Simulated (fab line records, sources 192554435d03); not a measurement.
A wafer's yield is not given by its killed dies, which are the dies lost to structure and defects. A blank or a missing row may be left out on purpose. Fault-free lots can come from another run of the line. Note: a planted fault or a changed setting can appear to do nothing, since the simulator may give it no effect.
fab line records	flow n5Finfet
[record] lots = 9	wafers = 26	lastDay = 18
route steps=1938 shown GATE_CUT@489 BEOL_M4@1111
lots untouched by any fault: they come from a run of this same line in which no faults occurred
startH: the number of hours between the record's first day and the start of the first shown wafer of the lot	waitH: hours elapsed since this lot's preceding step	" repeats the value in the row above	L1.1+2: one row covering several wafers at once	- no value, or no start given	* or withheld: withheld	< > ~ a bound
route shown NAME@n: names a module that has steps shown in the file, with the first one's number in the route	usual: mean/standard deviation taken from wafers without a fault	same: alike in all rows	chamber/n: place in a boat	sites: the reading at each site	_std_site: the standard deviation of these	_edge_site: mean of outer sites minus mean of inner sites	radiusMm: how far each site lies from the wafer's centre	mask NAME#n: copy n	behind: the tool/chamber that last shaped the wafer	hold: reason for holding the lot/hours on hold/outcome of the hold	device: the n, p or np transistor that did not switch	end of line: tests of these same wafers at the route's end	step lacking rows: just its recipe	killed: not the wafer's yield, but the dies lost to structure and defects at the first sort	map: a wafer's dies, marking killed ones x, the rest . and places with no die _
set.NAME: the setting that was run; set.NAME@STEP: the one run at that earlier step	model.NAME: the simulator's own value behind a step, which no gauge read
steps of the route over a sample of lots; a table a step, a row a wafer
services: from which hour (startH, from the record's first day; less than 0 if before it) a tool's chamber was out of use, for how many hours, and why
[[steps]]
[step N5_GATE_CUT_INSPECT_15]
[recipe] mode = adi	inspectInstrument = brightfield
[usual] rawDefectCount = 124/38
lot.wafer	tool	chamber	startH	waitH	rawDefectCount
L338.1	defectInspect-02	-	93.37	0.1	111
L338.3	"	-	"	"	91
L338.4	"	-	"	"	72
L339.1	defectInspect-01	-	103.67	0.1	137
L339.3	"	-	"	"	77
L339.6	"	-	"	"	114
L351.1	defectInspect-01	-	169.33	0.1	142
L351.4	"	-	"	"	92
L351.5	"	-	"	"	194
L352.1	defectInspect-01	-	172.02	0.1	152
L352.5	"	-	"	"	115
L352.6	"	-	"	"	112
L354.3	defectInspect-02	-	185.74	0.0	108
L354.4	"	-	"	"	110
L354.6	"	-	"	"	98
L356.3	defectInspect-01	-	206.21	0.0	100
L356.4	"	-	"	"	124
L356.6	"	-	"	"	115
L357.1	defectInspect-01	-	210.62	0.1	139
L357.5	"	-	"	"	115
L357.6	"	-	"	"	228
L358.2	defectInspect-02	-	214.00	0.1	122
L358.4	"	-	"	"	94
L358.6	"	-	"	"	114
L359.5	defectInspect-01	-	223.13	0.0	173
L359.6	"	-	"	"	138
[step N5_GATE_CUT_CUT_ETCH_53]
[recipe] chemistry = SF6/Cl2	target = W	maskMaterial = SiO2	targetDepthA = 792	pressureMtorr = 8	icpW = 900	biasW = 80	SF6_flow_sccm = 40	Cl2_flow_sccm = 60	ends = cleared
[usual] SF6_flow_sccm = 40.00/0.12	biasW = 80.03/0.24	drypumpMotorCurrentA = 5.9/0.41	etchRfOnTimeS = 26.3/0.57	oesProductAu = 0.70/0.077	rfFwdPowerW = 879/3.2	throttleValvePct = 29.0/0.32
lot.wafer	tool	chamber	startH	waitH	SF6_flow_sccm	biasW	drypumpMotorCurrentA	etchRfOnTimeS	oesProductAu	rfFwdPowerW	rfHoursCounterH	throttleValvePct
L338.1	rieMetal-02	0	93.80	0.1	39.81	79.98	5.6	26.8	0.72	879	33	29.1
L338.3	"	1	"	"	40.26	79.93	5.4	26.7	0.63	876	-	28.9
L338.4	"	0	"	"	40.00	79.72	5.6	26.7	0.71	876	-	29.1
L339.1	rieMetal-01	0	104.66	0.1	39.88	80.44	5.7	25.4	0.82	875	9	28.7
L339.3	"	1	"	"	39.86	80.01	6.1	26.4	0.60	875	-	29.6
L339.6	"	1	"	"	40.05	80.32	6.1	26.3	0.61	877	-	29.6
L351.1	rieMetal-01	0	169.76	0.1	40.10	80.15	5.7	25.0	0.79	878	16	28.7
L351.4	"	0	"	"	40.12	80.10	5.6	25.2	0.79	880	-	28.7
L351.5	"	1	"	"	39.94	79.97	6.1	26.4	0.60	879	-	29.6
L352.1	rieMetal-03	0	172.44	0.1	40.12	79.95	6.6	26.5	0.77	887	22	28.8
L352.5	"	0	"	"	40.19	79.87	6.7	26.4	0.78	886	-	28.8
L352.6	"	1	"	"	39.80	80.07	5.9	27.2	0.71	877	-	28.9
L354.3	rieMetal-03	1	186.49	0.1	40.16	80.04	5.9	26.5	0.72	881	-	28.9
L354.4	"	0	"	"	39.93	80.19	6.7	25.8	0.78	885	-	28.8
L354.6	"	1	"	"	40.14	80.24	5.9	26.5	0.72	876	-	28.9
L356.3	rieMetal-01	1	207.09	0.1	39.98	80.00	6.1	26.7	0.58	873	-	29.6
L356.4	"	0	"	"	39.93	80.50	5.7	25.1	0.78	876	-	28.7
L356.6	"	1	"	"	39.77	79.99	6.1	26.5	0.59	879	-	29.6
L357.1	rieMetal-03	0	211.05	0.1	39.89	79.34	6.7	26.3	0.77	877	25	28.8
L357.5	"	1	"	"	39.91	79.84	5.9	26.9	0.71	875	-	28.9
L357.6	"	0	"	"	40.02	79.48	6.7	26.2	0.77	875	-	28.8
L358.2	rieMetal-03	0	214.42	0.1	40.08	80.04	6.6	26.3	0.77	879	25	28.8
L358.4	"	0	"	"	40.00	79.91	6.7	26.3	0.77	875	-	28.8
L358.6	"	1	"	"	40.12	80.55	5.9	27.0	0.71	877	-	28.9
L359.5	rieMetal-01	0	223.81	0.1	40.22	80.17	5.7	25.5	0.77	875	-	28.7
L359.6	"	1	"	"	39.92	80.03	6.1	26.5	0.59	879	-	29.6
[step N5_GATE_CUT_CUT_ETCH_54]
[recipe] chemistry = Cl2/BCl3	target = TiN	maskMaterial = SiO2	targetDepthA = 967	pressureMtorr = 10	icpW = 1000	biasW = 126	Cl2_flow_sccm = 53.25	bcl3FlowSccm = 21.75	Ar_flow_sccm = 25	ends = cleared
[usual] bcl3FlowSccm = 21.75/0.061	biasW = 126.1/0.4	drypumpMotorCurrentA = 5.9/0.4	etchRfOnTimeS = 36.8/0.75	oesProductAu = 0.70/0.076	rfFwdPowerW = 979/4.7	throttleValvePct = 22.33/0.29
lot.wafer	tool	chamber	startH	waitH	bcl3FlowSccm	biasW	drypumpMotorCurrentA	etchRfOnTimeS	oesProductAu	rfFwdPowerW	rfHoursCounterH	throttleValvePct
L338.1	rieMetal-02	0	93.86	0.0	21.78	126.4	5.6	37.1	0.72	980	33	22.46
L338.3	"	1	"	"	21.74	125.8	5.4	37.1	0.63	981	-	22.24
L338.4	"	0	"	"	21.71	125.7	5.6	37.0	0.72	983	-	22.46
L339.1	rieMetal-01	0	104.72	0.0	21.82	125.8	5.7	35.9	0.81	982	9	21.97
L339.3	"	1	"	"	21.75	126.3	6.1	37.3	0.60	979	-	22.86
L339.6	"	1	"	"	21.79	127.1	6.1	37.3	0.60	984	-	22.84
L351.1	rieMetal-01	0	169.82	0.0	21.70	126.1	5.7	35.5	0.79	978	16	21.96
L351.4	"	0	"	"	21.72	125.6	5.7	35.6	0.79	979	-	21.99
L351.5	"	1	"	"	21.75	126.9	6.1	37.2	0.59	982	-	22.86
L352.1	rieMetal-03	0	172.50	0.0	21.74	126.2	6.7	36.9	0.77	982	22	22.26
L352.5	"	0	"	"	21.71	126.0	6.6	37.2	0.77	983	-	22.26
L352.6	"	1	"	"	21.79	126.6	5.9	37.5	0.71	975	-	22.18
L354.3	rieMetal-03	1	186.57	0.1	21.81	126.1	5.9	37.2	0.71	971	-	22.20
L354.4	"	0	"	"	21.69	126.4	6.7	36.3	0.77	977	-	22.27
L354.6	"	1	"	"	21.91	126.1	5.9	37.4	0.72	973	-	22.20
L356.3	rieMetal-01	1	207.15	0.0	21.68	126.0	6.1	36.9	0.59	971	-	22.87
L356.4	"	0	"	"	21.71	126.1	5.7	35.3	0.77	985	-	21.98
L356.6	"	1	"	"	21.73	126.0	6.1	36.7	0.59	970	-	22.86
L357.1	rieMetal-03	0	211.11	0.0	21.72	126.6	6.7	36.5	0.77	979	25	22.28
L357.5	"	1	"	"	21.92	126.7	5.9	37.4	0.71	976	-	22.20
L357.6	"	0	"	"	21.72	126.3	6.6	36.7	0.77	980	-	22.26
L358.2	rieMetal-03	0	214.48	0.0	21.71	126.1	6.6	36.5	0.77	983	25	22.25
L358.4	"	0	"	"	21.60	125.5	6.7	36.7	0.77	983	-	22.26
L358.6	"	1	"	"	21.77	125.6	5.9	37.6	0.72	976	-	22.20
L359.5	rieMetal-01	0	223.87	0.0	21.67	125.9	5.7	35.4	0.77	988	-	21.99
L359.6	"	1	"	"	21.76	126.4	6.1	36.8	0.59	981	-	22.88
[step N5_GATE_CUT_ETCH_47]
[recipe] chemistry = Cl2/BCl3	target = SiO2	targetDepthA = 100	pressureMtorr = 10	icpW = 1000	biasW = 126	Cl2_flow_sccm = 53.25	bcl3FlowSccm = 21.75	Ar_flow_sccm = 25
[usual] bcl3FlowSccm = 21.76/0.061	biasW = 126.0/0.35	drypumpMotorCurrentA = 5.9/0.41	oesProductAu = 0.78/0.081	rfFwdPowerW = 980/4.5	throttleValvePct = 22.87/0.29
lot.wafer	tool	chamber	startH	waitH	bcl3FlowSccm	biasW	drypumpMotorCurrentA	oesProductAu	rfFwdPowerW	rfHoursCounterH	throttleValvePct
L338.1	rieMetal-02	0	93.95	0.0	21.72	125.5	5.6	0.81	978	33	22.99
L338.3	"	1	"	"	21.79	125.9	5.4	0.70	982	-	22.73
L338.4	"	0	"	"	21.83	125.6	5.6	0.81	973	-	23.01
L339.1	rieMetal-01	0	104.81	0.0	21.74	126.2	5.7	0.89	982	9	22.53
L339.3	"	1	"	"	21.70	126.4	6.1	0.67	972	-	23.37
L339.6	"	1	"	"	21.80	126.5	6.1	0.68	970	-	23.37
L351.1	rieMetal-01	0	169.91	0.0	-	-	-	-	-	-	-
L351.4	"	0	"	"	-	-	-	-	-	-	-
L351.5	"	1	"	"	-	-	-	-	-	-	-
L352.1	rieMetal-03	0	172.59	0.0	-	-	-	-	-	-	-
L352.5	"	0	"	"	-	-	-	-	-	-	-
L352.6	"	1	"	"	-	-	-	-	-	-	-
L354.3	rieMetal-03	1	186.67	0.0	-	-	-	-	-	-	-
L354.4	"	0	"	"	-	-	-	-	-	-	-
L354.6	"	1	"	"	-	-	-	-	-	-	-
L356.3	rieMetal-01	1	207.23	0.0	21.74	126.0	6.1	0.65	980	-	23.39
L356.4	"	0	"	"	21.73	125.9	5.7	0.85	982	-	22.55
L356.6	"	1	"	"	21.83	126.0	6.1	0.66	982	-	23.41
L357.1	rieMetal-03	0	211.20	0.0	21.66	125.6	6.7	0.86	981	25	22.80
L357.5	"	1	"	"	21.62	126.5	5.9	0.77	973	-	22.71
L357.6	"	0	"	"	21.75	125.8	6.6	0.85	986	-	22.80
L358.2	rieMetal-03	0	214.57	0.0	21.66	125.5	6.6	0.85	981	25	22.81
L358.4	"	0	"	"	21.79	125.6	6.6	0.85	985	-	22.81
L358.6	"	1	"	"	21.76	125.8	5.9	0.78	976	-	22.72
L359.5	rieMetal-01	0	223.94	0.0	21.78	126.4	5.7	0.84	982	-	22.54
L359.6	"	1	"	"	21.84	125.5	6.1	0.64	978	-	23.39
[step N5_GATE_CUT_THK_MEAS_24]
[recipe] reads = SiO2_of_GATE_CUT_HM_DEP_46+SiO2_flowable_of_ILD0_FCVD_FILL_01
[usual] GC_FILL_THK = 219.6/2.1
lot.wafer	tool	chamber	startH	waitH	GC_FILL_THK[nm]
L338.1	filmMetro-02	-	96.03	-	217.1
L338.3	"	-	"	"	218.8
L338.4	"	-	"	"	216.8
L339.1	filmMetro-01	-	107.19	-	219.5
L339.3	"	-	"	"	218.2
L339.6	"	-	"	"	219.4
L351.1	filmMetro-02	-	172.21	-	231.2
L351.4	"	-	"	"	234.4
L351.5	"	-	"	"	231.4
L352.1	filmMetro-02	-	174.67	-	223.6
L352.5	"	-	"	"	228.6
L352.6	"	-	"	"	230.9
L354.3	filmMetro-01	-	189.07	-	228.2
L354.4	"	-	"	"	232.2
L354.6	"	-	"	"	231.1
L356.3	filmMetro-01	-	210.22	-	219.4
L356.4	"	-	"	"	219.7
L356.6	"	-	"	"	217.4
L357.1	filmMetro-01	-	213.28	-	219.2
L357.5	"	-	"	"	218.4
L357.6	"	-	"	"	217.4
L358.2	filmMetro-01	-	216.66	-	216.2
L358.4	"	-	"	"	217.7
L358.6	"	-	"	"	219.2
L359.5	filmMetro-01	-	226.00	-	223.6
L359.6	"	-	"	"	219.0
[step N5_BEOL_M4_RC_MEAS_101]
[usual] DIBL_N = 35.7/1.5	DIBL_P = 35.7/2	IOFF_N = 0.155/0.026	IOFF_P = 0.20/0.031	ION_N = 675/11	ION_P = 462/7.1	SS_N = 71.3/0.57	SS_P = 73.1/0.56	VT_N = 250/3	VT_P = -251/3
lot.wafer	tool	chamber	startH	waitH	DIBL_N[mV/V]	DIBL_P[mV/V]	IOFF_N[nA/um]	IOFF_P[nA/um]	ION_N[uA/um]	ION_P[uA/um]	SS_N[mV/dec]	SS_P[mV/dec]	VT_N[mV]	VT_P[mV]
L338.1	prober-01	0	185.28	0.0	37.9	38.4	0.208	0.24	696	472	72.1	73.4	245	-247
L338.3	"	0	"	"	37.5	37.2	0.182	0.23	671	461	71.8	73.3	247	-248
L338.4	"	0	"	"	35.9	36.3	0.166	0.22	688	474	70.9	73.4	247	-249
L339.1	prober-02	0	194.13	0.0	34.0	33.8	0.141	0.19	683	462	71.2	72.1	250	-250
L339.3	"	0	"	"	36.0	37.2	0.186	0.26	685	468	71.9	73.3	245	-246
L339.6	"	0	"	"	33.7	33.5	0.142	0.19	678	465	70.4	72.3	249	-250
L352.1	prober-02	0	260.39	0.0	37.2	36.8	0.162	0.21	670	459	71.5	73.0	253	-248
L352.5	"	0	"	"	37.9	38.4	0.173	0.23	679	462	71.5	73.5	250	-249
L352.6	"	0	"	"	36.4	36.6	0.152	0.21	672	456	72.0	72.5	251	-250
L351.1	prober-02	0	267.64	0.0	34.9	35.7	0.146	0.18	680	461	70.7	72.8	249	-250
L351.4	"	0	"	"	35.6	35.3	0.153	0.18	667	459	70.9	73.2	250	-250
L351.5	"	0	"	"	35.3	36.2	0.148	0.20	676	465	70.3	73.6	250	-252
L354.3	prober-01	0	267.86	0.3	35.5	35.8	0.158	0.20	681	464	70.7	73.1	246	-251
L354.4	"	0	"	"	37.5	39.5	0.209	0.26	700	476	71.8	73.2	242	-247
L354.6	"	0	"	"	35.3	35.7	0.144	0.20	661	460	71.2	72.8	249	-250
L356.3	prober-01	0	286.34	0.3	34.8	33.1	0.112	0.18	654	458	71.0	72.4	255	-251
L356.4	"	0	"	"	36.9	36.3	0.160	0.23	682	474	71.2	73.0	248	-247
L356.6	"	0	"	"	36.3	35.8	0.146	0.22	679	468	71.5	72.6	250	-249
L357.1	prober-01	0	305.37	0.0	34.4	34.9	0.137	0.18	666	456	71.0	72.7	251	-253
L357.5	"	0	"	"	33.9	34.4	0.128	0.18	659	456	71.1	72.4	252	-255
L357.6	"	0	"	"	36.7	37.3	0.166	0.21	675	459	71.2	73.2	250	-253
L358.2	prober-02	0	312.09	0.2	31.0	29.9	0.093	0.14	657	459	69.6	71.6	255	-254
L358.4	"	0	"	"	36.2	35.2	0.162	0.20	678	460	71.8	73.4	248	-250
L358.6	"	0	"	"	37.6	38.5	0.201	0.26	679	464	71.5	73.3	249	-248
L359.5	prober-01	0	312.16	0.6	36.4	38.0	0.163	0.20	666	459	71.1	73.1	246	-252
L359.6	"	0	"	"	37.0	39.4	0.172	0.22	676	464	71.1	73.1	249	-251
[[services]]
tool	chamber	startH	hours	kind
rieMetal-02	-	153.70	1.6	repair
rieMetal-02	0	185.95	2.6	repair
[[key]]
[firstSign] step = N5_GATE_CUT_ETCH_47	reading = toolRecord	direction = missing
[effect] step = N5_GATE_CUT_THK_MEAS_24	reading = GC_FILL_THK	direction = up	sigmas = 5	usual = 219.6	struck = 230.2
metAt N5_GATE_CUT_ETCH_47
struckLots L351,L352,L354
notActingAt N5_GATE_CUT_INSPECT_15,N5_GATE_CUT_CUT_ETCH_53,N5_GATE_CUT_CUT_ETCH_54
onsetBetween 104.81 169.91
[fault] kind = skippedStepWhole	tool = rieMetal-01,rieMetal-03	chamber = -	onsetH = 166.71	steps = N5_GATE_CUT_ETCH_47	scope = struckLotsOnly
